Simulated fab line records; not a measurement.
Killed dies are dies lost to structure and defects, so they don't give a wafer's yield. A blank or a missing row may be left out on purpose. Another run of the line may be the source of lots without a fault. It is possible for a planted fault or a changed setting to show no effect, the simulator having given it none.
fab line records -- flow n5_finfet -- part 1 of 2: steps 1 to 21 of 28
record lots=5, wafers=15, last_day=17
route steps=1938 shown BEOL_M4@1042
lots that met no fault: taken from a fault-free run of the same line
start_h: the number of hours between the record's first day and the start of the first shown wafer of the lot -- wait_h: time in hours since the lot's previous step -- " as in the row above -- L1.1+2: a single row standing in for several wafers -- - no value, or no start was given -- * or withheld: withheld -- < > ~ a bound
route shown NAME@n: names a module that has steps shown in the file, with the first one's number in the route -- usual: mean and standard deviation over wafers with no fault -- same: alike in all rows -- chamber/n: place in a boat -- sites: per-site readings -- _std_site: how widely they spread, as a standard deviation -- _edge_site: inner sites' mean taken away from outer sites' mean -- radius_mm: for every site, how far away it sits from the centre of the wafer -- mask NAME#n: copy n -- behind: tool/chamber where the wafer was last shaped -- hold: the reason the lot was held/the length of the hold in hours/how it ended -- device: the n, p or np transistor that did not switch -- end of line: the tests these same wafers got at the end of their route -- for a step that has no rows: nothing shown but its recipe -- killed: dies lost to structure and defects at the first sort, not the wafer's yield -- map: dies across one wafer; x = killed, . = not, _ = none there
set.NAME: the setting that was run; set.NAME@STEP: the one run at that earlier step -- model.NAME: the simulator's own value behind a step, which no gauge read
lots seen at some steps along the route; tables by step, rows by wafer
services: when a tool's chamber went out of use (start_h, in hours from the record's first day, below 0 if earlier), for how many hours, and the reason
## steps
# step N5_BEOL_M4_STRIP_75
# recipe chemistry=N2/H2, temp_c=40, n2_flow_sccm=200, h2_flow_sccm=200, rf_frequency_hz=6e+07
lot.wafer,tool,chamber,start_h,wait_h
L079.2+5+6,rie_diel-05,"3,3,0",201.36,0.0
L087.2+4+5,rie_diel-01,"1,0,0",244.08,0.0
L091.1+2+4,rie_diel-01,"3,0,2",268.81,0.0
L092.1+4+5,rie_diel-05,"0,3,1",273.84,0.0
L094.2+3+4,rie_diel-06,"1,0,3",276.97,0.0
# step N5_BEOL_M4_STRIP_66
# recipe chemistry=CF4, resist=SiARC, power_w=300, bias_power_w=75, pressure_mtorr=50, cf4_flow_sccm=150, rf_frequency_hz=6e+07
# usual drypump_motor_current_A=5.6/0.64, oes_product_au=0.79/0.092, power_w=300.1/0.89, rf_vpp_V=270.9/1.7, showerhead_plenum_p_Torr=1.78/0.068, throttle_valve_pct=13.58/0.28
lot.wafer,tool,chamber,start_h,wait_h,drypump_motor_current_A,oes_product_au,power_w,rf_hours_counter_h,rf_vpp_V,showerhead_plenum_p_Torr,throttle_valve_pct
L079.2,rie_diel-05,3,201.37,0.0,6.0,0.71,300.0,208,272.1,1.83,13.93
L079.5,rie_diel-05,3,201.37,0.0,6.1,0.71,300.7,-,272.2,1.83,13.95
L079.6,rie_diel-05,0,201.37,0.0,6.1,0.85,301.0,-,270.8,1.76,13.25
L087.2,rie_diel-01,1,244.09,0.0,5.0,0.72,300.1,185,271.0,1.79,13.62
L087.4,rie_diel-01,0,244.09,0.0,4.9,0.77,298.5,132,269.5,1.74,13.70
L087.5,rie_diel-01,0,244.09,0.0,4.9,0.78,299.2,-,269.3,1.74,13.70
L091.1,rie_diel-01,3,268.82,0.0,5.2,0.91,300.6,24,270.1,1.75,13.24
L091.2,rie_diel-01,0,268.82,0.0,4.9,0.77,299.4,141,269.6,1.73,13.72
L091.4,rie_diel-01,2,268.82,0.0,6.4,0.78,300.2,-,271.9,1.81,13.27
L092.1,rie_diel-05,0,273.85,0.0,6.1,0.83,299.5,70,270.4,1.75,13.30
L092.4,rie_diel-05,3,273.85,0.0,6.1,0.68,299.8,237,273.6,1.83,14.01
L092.5,rie_diel-05,1,273.85,0.0,5.8,0.94,299.3,-,269.6,1.76,13.24
L094.2,rie_diel-06,1,276.98,0.0,4.8,0.72,300.9,195,270.6,1.72,14.00
L094.3,rie_diel-06,0,276.98,0.0,5.6,0.73,301.7,194,271.7,1.78,13.70
L094.4,rie_diel-06,3,276.98,0.0,5.5,0.93,301.1,2,272.5,1.89,13.34
# step N5_BEOL_M4_HM_OPEN_17
# recipe chemistry=Cl2/BCl3, target_depth_a=200, overetch_a=60, target=TiN, mask_material=SOC, ion_energy_ev=150, pressure_mtorr=10, icp_w=1000, bias_w=126, Cl2_flow_sccm=53.25, bcl3_flow_sccm=21.75, Ar_flow_sccm=25
# usual drypump_motor_current_A=6.0/0.32, mfc_ar_sccm=25.01/0.074, oes_product_au=0.69/0.057, throttle_valve_pct=22.12/0.2
lot.wafer,tool,chamber,start_h,wait_h,drypump_motor_current_A,mfc_ar_sccm,oes_product_au,rf_hours_counter_h,throttle_valve_pct
L079.2,rie_metal-01,1,201.41,0.0,6.2,25.05,0.68,33,22.25
L079.5,rie_metal-01,1,201.41,0.0,6.2,24.99,0.69,-,22.21
L079.6,rie_metal-01,0,201.41,0.0,5.3,25.09,0.66,-,21.74
L087.2,rie_metal-01,1,244.14,0.0,6.1,25.03,0.67,38,22.25
L087.4,rie_metal-01,0,244.14,0.0,5.3,24.98,0.65,-,21.74
L087.5,rie_metal-01,0,244.14,0.0,5.3,25.00,0.65,-,21.74
L091.1,rie_metal-03,0,268.86,0.0,6.3,24.95,0.68,44,22.07
L091.2,rie_metal-03,0,268.86,0.0,6.3,24.95,0.67,-,22.07
L091.4,rie_metal-03,0,268.86,0.0,6.3,25.02,0.67,-,22.07
L092.1,rie_metal-03,0,273.89,0.0,6.3,25.08,0.67,45,22.07
L092.4,rie_metal-03,0,273.89,0.0,6.3,25.07,0.67,-,22.10
L092.5,rie_metal-03,0,273.89,0.0,6.3,25.05,0.68,-,22.06
L094.2,rie_metal-01,1,277.02,0.0,6.1,24.97,0.65,41,22.28
L094.3,rie_metal-01,1,277.02,0.0,6.1,24.82,0.67,-,22.27
L094.4,rie_metal-01,0,277.02,0.0,5.3,25.03,0.64,-,21.75
# step N5_BEOL_M4_STRIP_19
# recipe chemistry=O2, power_w=400, temp_c=40, pressure_mtorr=30, rf_frequency_hz=6e+07, bias_power_w=0, overash_fraction=0.2, o2_flow_sccm=225
# usual drypump_motor_current_A=5.6/0.64, oes_product_au=0.80/0.1, rf_vpp_V=3.6/0.53, showerhead_plenum_p_Torr=2.08/0.076, throttle_valve_pct=16.64/0.29
lot.wafer,tool,chamber,start_h,wait_h,drypump_motor_current_A,oes_product_au,rf_hours_counter_h,rf_vpp_V,showerhead_plenum_p_Torr,throttle_valve_pct
L079.2,rie_diel-06,3,201.52,0.1,5.5,0.69,229,2.9,1.97,16.87
L079.5,rie_diel-06,0,201.52,0.1,5.6,0.76,-,2.4,2.09,16.68
L079.6,rie_diel-06,1,201.52,0.1,4.8,0.76,-,3.0,2.02,17.04
L087.2,rie_diel-01,2,244.44,0.3,6.4,0.81,91,4.1,2.12,16.29
L087.4,rie_diel-01,0,244.44,0.3,4.9,0.79,132,3.8,2.03,16.84
L087.5,rie_diel-01,3,244.44,0.3,5.2,0.93,-,4.0,2.05,16.37
L091.1,rie_diel-06,1,269.06,0.2,4.9,0.73,192,3.1,2.01,17.10
L091.2,rie_diel-06,0,269.06,0.2,5.6,0.74,191,3.5,2.08,16.72
L091.4,rie_diel-06,2,269.06,0.2,6.6,0.96,-,3.2,2.23,16.30
L092.1,rie_diel-06,2,274.10,0.2,6.6,0.95,24,3.8,2.23,16.31
L092.4,rie_diel-06,3,274.10,0.2,5.4,0.96,1,2.8,2.23,16.50
L092.5,rie_diel-06,2,274.10,0.2,6.6,0.96,-,4.3,2.23,16.30
L094.2,rie_diel-06,1,277.13,0.1,4.9,0.73,195,3.3,2.01,17.10
L094.3,rie_diel-06,3,277.13,0.1,5.4,0.95,3,2.9,2.23,16.52
L094.4,rie_diel-06,2,277.13,0.1,6.6,0.94,26,5.7,2.23,16.31
# step N5_BEOL_M4_CD_MEAS_18
# recipe pitch_nm=36, target_cd_nm=18
# usual cd_nm=18.0/0.35
lot.wafer,tool,chamber,start_h,wait_h,cd_nm
L079.2,cd_sem-03,-,201.59,0.1,18.4
L079.5,cd_sem-03,-,201.59,0.1,18.3
L079.6,cd_sem-03,-,201.59,0.1,18.0
L087.2,cd_sem-02,-,244.51,0.1,16.9
L087.4,cd_sem-02,-,244.51,0.1,18.1
L087.5,cd_sem-02,-,244.51,0.1,17.9
L091.1,cd_sem-01,-,269.13,0.0,18.3
L091.2,cd_sem-01,-,269.13,0.0,18.2
L091.4,cd_sem-01,-,269.13,0.0,18.0
L092.1,cd_sem-01,-,274.17,0.0,18.0
L092.4,cd_sem-01,-,274.17,0.0,18.2
L092.5,cd_sem-01,-,274.17,0.0,18.1
L094.2,cd_sem-01,-,277.20,0.1,17.9
L094.3,cd_sem-01,-,277.20,0.1,18.1
L094.4,cd_sem-01,-,277.20,0.1,17.4
# step N5_BEOL_M4_COAT_67
# recipe resist=SOC, temp_c=250, time_s=60, spin_rpm=1500, resist_thk_nm=60
lot.wafer,tool,chamber,start_h,wait_h
L079.2+5+6,litho_track-03,0,201.63,0.0
L087.2+4+5,litho_track-02,0,244.55,0.0
L091.1+2+4,litho_track-03,0,269.17,0.0
L092.1+4+5,litho_track-02,0,274.20,0.0
L094.2+3+4,litho_track-05,0,277.24,0.0
# step N5_BEOL_M4_COAT_68
# recipe resist=SiARC, temp_c=220, time_s=60, spin_rpm=1500, resist_thk_nm=12
lot.wafer,tool,chamber,start_h,wait_h
L079.2+5+6,litho_track-03,0,-,-
L087.2+4+5,litho_track-02,0,-,-
L091.1+2+4,litho_track-03,0,-,-
L092.1+4+5,litho_track-02,0,-,-
L094.2+3+4,litho_track-05,0,-,-
# step N5_BEOL_M4_COAT_76
# recipe resist=underlayer, temp_c=205, time_s=60, spin_rpm=1500, resist_thk_nm=5
lot.wafer,tool,chamber,start_h,wait_h
L079.2+5+6,litho_track-03,0,-,-
L087.2+4+5,litho_track-02,0,-,-
L091.1+2+4,litho_track-03,0,-,-
L092.1+4+5,litho_track-02,0,-,-
L094.2+3+4,litho_track-05,0,-,-
# step N5_BEOL_M4_COAT_22
# recipe resist=CAR-EUV, spin_rpm=1500, resist_thk_nm=30
lot.wafer,tool,chamber,start_h,wait_h
L079.2+5+6,litho_track-03,0,-,-
L087.2+4+5,litho_track-02,0,-,-
L091.1+2+4,litho_track-03,0,-,-
L092.1+4+5,litho_track-02,0,-,-
L094.2+3+4,litho_track-05,0,-,-
# step N5_BEOL_M4_EBR_24
# recipe solvent=PGMEA, ebr_width_mm=1.5
lot.wafer,tool,chamber,start_h,wait_h
L079.2+5+6,litho_track-03,0,-,-
L087.2+4+5,litho_track-02,0,-,-
L091.1+2+4,litho_track-03,0,-,-
L092.1+4+5,litho_track-02,0,-,-
L094.2+3+4,litho_track-05,0,-,-
# step N5_BEOL_M4_SOFTBAKE_23
# recipe temp_c=110, time_s=60, resist=CAR-EUV
lot.wafer,tool,chamber,start_h,wait_h
L079.2+5+6,litho_track-03,0,-,-
L087.2+4+5,litho_track-02,0,-,-
L091.1+2+4,litho_track-03,0,-,-
L092.1+4+5,litho_track-02,0,-,-
L094.2+3+4,litho_track-05,0,-,-
# step N5_BEOL_M4_EXPOSE_25
# recipe mask_id=V3, na=0.33, source_shape=quasar, sigma_inner=0.2, sigma_outer=0.8, polarization=unpolarized, defocus_nm=5, dose_mj=63
# same sigma_inner=0.2, sigma_outer=0.8
lot.wafer,tool,chamber,start_h,wait_h,mask
L079.2+5+6,euv_scanner-01,0,201.77,-,V3#0
L087.2+4+5,euv_scanner-02,0,244.69,-,V3#0
L091.1+2+4,euv_scanner-02,0,269.30,-,V3#0
L092.1+4+5,euv_scanner-02,0,274.34,-,V3#0
L094.2+3+4,euv_scanner-02,0,277.39,-,V3#0
# step N5_BEOL_M4_PEB_26
# recipe peb_temp_c=100, peb_time_s=60, resist=CAR-EUV
lot.wafer,tool,chamber,start_h,wait_h
L079.2+5+6,litho_track-02,0,201.84,0.1
L087.2+4+5,litho_track-02,0,244.76,0.1
L091.1+2+4,litho_track-02,0,269.38,0.1
L092.1+4+5,litho_track-02,0,274.42,0.1
L094.2+3+4,litho_track-05,0,277.46,0.1
# step N5_BEOL_M4_DEVELOP_27
# recipe develop_time_s=30, developer=TMAH, resist=CAR-EUV, rinse_liquid=surfactant_rinse, dry=air_spin, dev_temp_c=23
lot.wafer,tool,chamber,start_h,wait_h
L079.2+5+6,litho_track-02,0,-,-
L087.2+4+5,litho_track-02,0,-,-
L091.1+2+4,litho_track-02,0,-,-
L092.1+4+5,litho_track-02,0,-,-
L094.2+3+4,litho_track-05,0,-,-
# step N5_BEOL_M4_CD_MEAS_28
# recipe target_cd_nm=26.2, landing_energy_ev=500, detector=se_inlens, target_cd_y_nm=24.1, polarity=opening
# usual cd_nm=26.26/0.24
lot.wafer,tool,chamber,start_h,wait_h,cd_nm
L079.2,cd_sem-03,0,201.91,-,26.27
L079.5,cd_sem-03,0,201.91,-,26.64
L079.6,cd_sem-03,0,201.91,-,26.36
L087.2,cd_sem-03,0,244.83,-,26.19
L087.4,cd_sem-03,0,244.83,-,26.36
L087.5,cd_sem-03,0,244.83,-,26.54
L091.1,cd_sem-01,0,269.45,-,25.81
L091.2,cd_sem-01,0,269.45,-,26.44
L091.4,cd_sem-01,0,269.45,-,26.17
L092.1,cd_sem-02,0,274.49,-,26.23
L092.4,cd_sem-02,0,274.49,-,26.00
L092.5,cd_sem-02,0,274.49,-,26.26
L094.2,cd_sem-01,0,277.52,-,26.53
L094.3,cd_sem-01,0,277.52,-,26.45
L094.4,cd_sem-01,0,277.52,-,26.48
# step N5_BEOL_M4_OVL_MEAS_29
# recipe points_per_wafer=522
# usual V3_OVL=0.1/0.58
lot.wafer,tool,chamber,start_h,wait_h,V3_OVL[nm]
L079.2,overlay-02,0,201.95,0.0,-0.6
L079.5,overlay-02,0,201.95,0.0,1.1
L079.6,overlay-02,0,201.95,0.0,0.9
L087.2,overlay-01,0,244.86,0.0,-0.7
L087.4,overlay-01,0,244.86,0.0,-0.6
L087.5,overlay-01,0,244.86,0.0,0.1
L091.1,overlay-02,0,269.48,0.0,0.9
L091.2,overlay-02,0,269.48,0.0,0.6
L091.4,overlay-02,0,269.48,0.0,0.7
L092.1,overlay-02,0,274.52,0.0,0.3
L092.4,overlay-02,0,274.52,0.0,0.7
L092.5,overlay-02,0,274.52,0.0,0.9
L094.2,overlay-02,0,277.56,0.0,0.2
L094.3,overlay-02,0,277.56,0.0,0.3
L094.4,overlay-02,0,277.56,0.0,0.1
# step N5_BEOL_M4_INSPECT_30
# recipe mode=adi, inspect_instrument=brightfield
# usual raw_defect_count=432/97
lot.wafer,tool,chamber,start_h,wait_h,raw_defect_count
L079.2,defect_inspect-01,-,202.00,0.0,423
L079.5,defect_inspect-01,-,202.00,0.0,322
L079.6,defect_inspect-01,-,202.00,0.0,501
L087.2,defect_inspect-01,-,244.92,0.0,333
L087.4,defect_inspect-01,-,244.92,0.0,362
L087.5,defect_inspect-01,-,244.92,0.0,425
L091.1,defect_inspect-02,-,269.54,0.1,412
L091.2,defect_inspect-02,-,269.54,0.1,437
L091.4,defect_inspect-02,-,269.54,0.1,411
L092.1,defect_inspect-01,-,274.58,0.1,440
L092.4,defect_inspect-01,-,274.58,0.1,340
L092.5,defect_inspect-01,-,274.58,0.1,458
L094.2,defect_inspect-01,-,277.61,0.0,458
L094.3,defect_inspect-01,-,277.61,0.0,358
L094.4,defect_inspect-01,-,277.61,0.0,385
# step N5_BEOL_M4_DESCUM_33
# recipe chemistry=O2, time_s=7, source_power_w=50, bias_power_w=20, pressure_mtorr=20, rf_frequency_hz=2.712e+07, temp_c=40, resist=CAR-EUV, o2_flow_sccm=225
# usual drypump_motor_current_A=5.6/0.55, oes_product_au=0.80/0.097, rf_vpp_V=243.0/1.3, showerhead_plenum_p_Torr=2.08/0.065, throttle_valve_pct=20.38/0.27
lot.wafer,tool,chamber,start_h,wait_h,drypump_motor_current_A,oes_product_au,rf_hours_counter_h,rf_vpp_V,showerhead_plenum_p_Torr,throttle_valve_pct
L079.2,rie_diel-05,3,202.35,0.3,6.0,0.70,209,244.1,2.14,20.65
L079.5,rie_diel-05,1,202.35,0.3,5.7,0.70,-,242.8,2.06,20.54
L079.6,rie_diel-05,0,202.35,0.3,6.1,0.87,-,240.8,2.05,20.14
L087.2,rie_diel-05,3,245.00,0.1,6.1,0.70,225,244.6,2.13,20.69
L087.4,rie_diel-05,2,245.00,0.1,5.5,0.94,-,243.2,2.14,20.03
L087.5,rie_diel-05,0,245.00,0.1,6.1,0.85,-,242.4,2.05,20.17
L091.1,rie_diel-06,2,269.57,0.0,6.6,0.96,22,244.5,2.22,20.11
L091.2,rie_diel-06,1,269.57,0.0,4.9,0.73,192,244.7,2.00,20.91
L091.4,rie_diel-06,1,269.57,0.0,4.9,0.74,-,242.0,2.01,20.88
L092.1,rie_diel-01,2,274.98,0.4,6.4,0.80,102,243.3,2.11,20.02
L092.4,rie_diel-01,1,274.98,0.4,5.1,0.72,195,242.0,2.06,20.33
L092.5,rie_diel-01,0,274.98,0.4,4.9,0.78,-,241.4,2.02,20.68
L094.2,rie_diel-06,3,277.67,0.1,5.5,0.95,3,245.2,2.22,20.34
L094.3,rie_diel-06,2,277.67,0.1,6.6,0.94,26,244.6,2.22,20.10
L094.4,rie_diel-06,1,277.67,0.1,4.9,0.73,196,243.2,2.00,20.91
# step N5_BEOL_M4_ETCH_77
# recipe chemistry=N2/H2, target=underlayer, target_depth_a=65, mask_material=CAR-EUV, time_s=5.2, ion_energy_ev=200, pressure_mtorr=30, source_w=840, bias_w=150, n2_flow_sccm=200, h2_flow_sccm=200, ends=cleared
# usual drypump_motor_current_A=5.7/0.55, etch_rf_on_time_s=5.17/0.094, oes_product_au=0.68/0.081, rf_vpp_V=523.7/2.6, showerhead_plenum_p_Torr=2.53/0.084, throttle_valve_pct=17.84/0.29
lot.wafer,tool,chamber,start_h,wait_h,drypump_motor_current_A,etch_rf_on_time_s,oes_product_au,rf_hours_counter_h,rf_vpp_V,showerhead_plenum_p_Torr,throttle_valve_pct
L079.2,rie_diel-05,3,202.38,0.0,6.1,5.22,0.60,209,526.3,2.62,18.20
L079.5,rie_diel-05,1,202.38,0.0,5.7,5.24,0.60,-,522.7,2.50,17.97
L079.6,rie_diel-05,0,202.38,0.0,6.1,5.17,0.73,-,520.7,2.48,17.56
L087.2,rie_diel-05,3,245.04,0.0,6.1,5.22,0.60,225,525.7,2.61,18.23
L087.4,rie_diel-05,2,245.04,0.0,5.5,5.15,0.80,-,524.2,2.61,17.56
L087.5,rie_diel-05,0,245.04,0.0,6.1,5.25,0.71,-,523.0,2.47,17.58
L091.1,rie_diel-06,2,269.61,0.0,6.7,5.09,0.81,22,528.1,2.71,17.61
L091.2,rie_diel-06,1,269.61,0.0,4.9,5.09,0.63,192,521.0,2.43,18.16
L091.4,rie_diel-06,1,269.61,0.0,4.9,5.14,0.63,-,522.3,2.43,18.17
L092.1,rie_diel-01,2,275.02,0.0,6.5,4.95,0.70,102,524.9,2.55,17.37
L092.4,rie_diel-01,1,275.02,0.0,5.1,5.20,0.61,195,525.1,2.53,17.91
L092.5,rie_diel-01,0,275.02,0.0,4.9,5.25,0.65,-,521.1,2.44,17.96
L094.2,rie_diel-06,3,277.70,0.0,5.4,5.30,0.78,3,528.2,2.74,18.09
L094.3,rie_diel-06,2,277.70,0.0,6.6,5.22,0.79,26,529.7,2.71,17.58
L094.4,rie_diel-06,1,277.70,0.0,4.9,5.20,0.61,196,521.3,2.42,18.13
# step N5_BEOL_M4_ETCH_69
# recipe chemistry=CF4, target=SiARC, target_depth_a=156, mask_material=CAR-EUV, time_s=26, ion_energy_ev=80, pressure_mtorr=40, source_w=545, bias_w=36, Ar_flow_sccm=100, cf4_flow_sccm=100, ends=cleared
# usual drypump_motor_current_A=5.6/0.55, etch_rf_on_time_s=26.0/0.45, mfc_ar_sccm=100.0/0.31, oes_product_au=0.68/0.081, rf_vpp_V=184.0/1.1, showerhead_plenum_p_Torr=2.13/0.066, throttle_valve_pct=15.58/0.3
lot.wafer,tool,chamber,start_h,wait_h,drypump_motor_current_A,etch_rf_on_time_s,mfc_ar_sccm,oes_product_au,rf_hours_counter_h,rf_vpp_V,showerhead_plenum_p_Torr,throttle_valve_pct
L079.2,rie_diel-05,3,202.40,0.0,6.1,26.0,99.6,0.60,209,184.4,2.20,15.98
L079.5,rie_diel-05,1,202.40,0.0,5.8,26.1,100.2,0.59,-,183.8,2.11,15.80
L079.6,rie_diel-05,0,202.40,0.0,6.1,25.5,100.2,0.75,-,184.0,2.10,15.29
L087.2,rie_diel-05,3,245.06,0.0,6.0,26.0,100.2,0.59,225,184.9,2.19,16.00
L087.4,rie_diel-05,2,245.06,0.0,5.5,26.0,99.7,0.81,-,184.5,2.18,15.07
L087.5,rie_diel-05,0,245.06,0.0,6.1,26.3,100.6,0.72,-,183.6,2.09,15.33
L091.1,rie_diel-06,2,269.62,0.0,6.6,25.6,99.6,0.82,22,185.5,2.28,15.29
L091.2,rie_diel-06,1,269.62,0.0,4.9,25.4,99.8,0.63,192,181.8,2.06,16.05
L091.4,rie_diel-06,1,269.62,0.0,4.9,25.7,99.5,0.62,-,182.4,2.06,16.05
L092.1,rie_diel-01,2,275.03,0.0,6.4,24.8,100.1,0.70,102,184.3,2.17,15.29
L092.4,rie_diel-01,1,275.03,0.0,5.1,25.7,99.4,0.61,195,184.7,2.12,15.62
L092.5,rie_diel-01,0,275.03,0.0,4.9,25.9,100.2,0.66,-,182.5,2.06,15.74
L094.2,rie_diel-06,3,277.72,0.0,5.5,25.9,99.7,0.80,3,186.2,2.28,15.46
L094.3,rie_diel-06,2,277.72,0.0,6.6,25.5,99.8,0.80,26,186.2,2.28,15.29
L094.4,rie_diel-06,1,277.72,0.0,4.9,25.4,100.1,0.62,196,183.8,2.06,16.07
# step N5_BEOL_M4_ALD_98
# recipe material=SiO2, target_thk_a=25, temp_c=100, ald_precursor_family=BDEAS, ald_co_reactant=O2-plasma, pulse_time_s=1, co_reactant_pulse_time_s=1, purge_time_s=2, co_reactant_purge_time_s=2, ald_cycles=17, pressure_torr=2
# usual chamber_pressure_Torr=2.000/0.0048, heater_power_w=82/6.4, precursor_pulse_height_rel=0.999/0.019, susceptor_temp_C=100.00/0.14
# same co_reactant_pulse_time_s=1
lot.wafer,tool,chamber,start_h,wait_h,chamber_pressure_Torr,heater_power_w,precursor_pulse_height_rel,susceptor_temp_C
L079.2,ald_sin-03,2,203.16,0.7,2.010,80,0.986,100.11
L079.5,ald_sin-03,1,203.16,0.7,2.002,74,1.050,99.97
L079.6,ald_sin-03,0,203.16,0.7,2.008,91,0.995,99.94
L087.2,ald_sin-03,3,245.14,0.1,2.007,88,0.996,99.94
L087.4,ald_sin-03,0,245.14,0.1,2.001,90,0.983,100.18
L087.5,ald_sin-03,3,245.14,0.1,2.006,86,1.000,99.96
L091.1,ald_sin-01,3,269.98,0.3,1.997,90,1.002,99.88
L091.2,ald_sin-01,1,269.98,0.3,1.997,72,1.025,100.15
L091.4,ald_sin-01,2,269.98,0.3,2.008,81,0.972,100.16
L092.1,ald_sin-01,1,275.12,0.1,2.001,72,1.026,100.06
L092.4,ald_sin-01,0,275.12,0.1,2.002,84,0.988,99.91
L092.5,ald_sin-01,2,275.12,0.1,1.998,78,1.015,99.75
L094.2,ald_sin-01,0,277.80,0.1,2.004,83,0.979,99.90
L094.3,ald_sin-01,2,277.80,0.1,2.007,80,1.029,100.09
L094.4,ald_sin-01,3,277.80,0.1,1.996,89,0.996,100.07
